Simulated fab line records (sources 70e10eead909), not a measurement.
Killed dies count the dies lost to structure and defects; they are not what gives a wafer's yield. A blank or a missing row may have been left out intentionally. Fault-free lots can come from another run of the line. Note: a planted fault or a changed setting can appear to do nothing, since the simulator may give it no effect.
Chamber matching -- flow nand harc -- 4 sister chambers for NHARC_A_CHANNEL_FILL_D1_ALD_25 on ald hk-04
The step deposits SiOx, target thk 60 nm, pulse time 10 s, ald cycles 600. 4 wafers are shown with their chamber, then 9 later ones without.

## WAFERS WITH THEIR CHAMBER
wafer,chamber,heater power w (W)
L085.6,1,467
L086.1,2,468
L086.2,3,455
L086.3,0,504

## WAFERS WITH NO CHAMBER GIVEN
wafer,heater power w (W)
L086.4,463
L086.5,477
L086.6,441
L090.1,450
L090.2,470
L090.6,454
L095.1,473
L095.3,476
L095.6,500

## WHICH CHAMBER EACH ONE RAN IN
wafer,from the rows above,in truth
L086.4,can't be placed: 1 or 2 or 3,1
L086.5,can't be placed: 2 or 1 or 3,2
L086.6,can't be placed: 3 or 1 or 2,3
L090.1,can't be placed: 3 or 1 or 2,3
L090.2,can't be placed: 2 or 1 or 3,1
L090.6,can't be placed: 3 or 1 or 2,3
L095.1,can't be placed: 2 or 1 or 3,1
L095.3,can't be placed: 2 or 1 or 3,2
L095.6,0,0
1 of 9 placed correctly. These rows do not allow placing 8 (true chamber among the candidates in 8). 0 placed wrongly.
How it was worked out, from the rows above alone: a wafer's distance from a chamber is the root of the sum, over the readings, of the square of ((its reading less the chamber's mean) divided by the reading's scatter). The wafer belongs to the nearest chamber; if the next one is less than 2 further off, it can't be placed. The mean given for a chamber averages the wafers shown for that chamber. The scatter: with one shown wafer a chamber, the root of the mean of the squares of how far each hidden wafer lies from its nearest shown one.
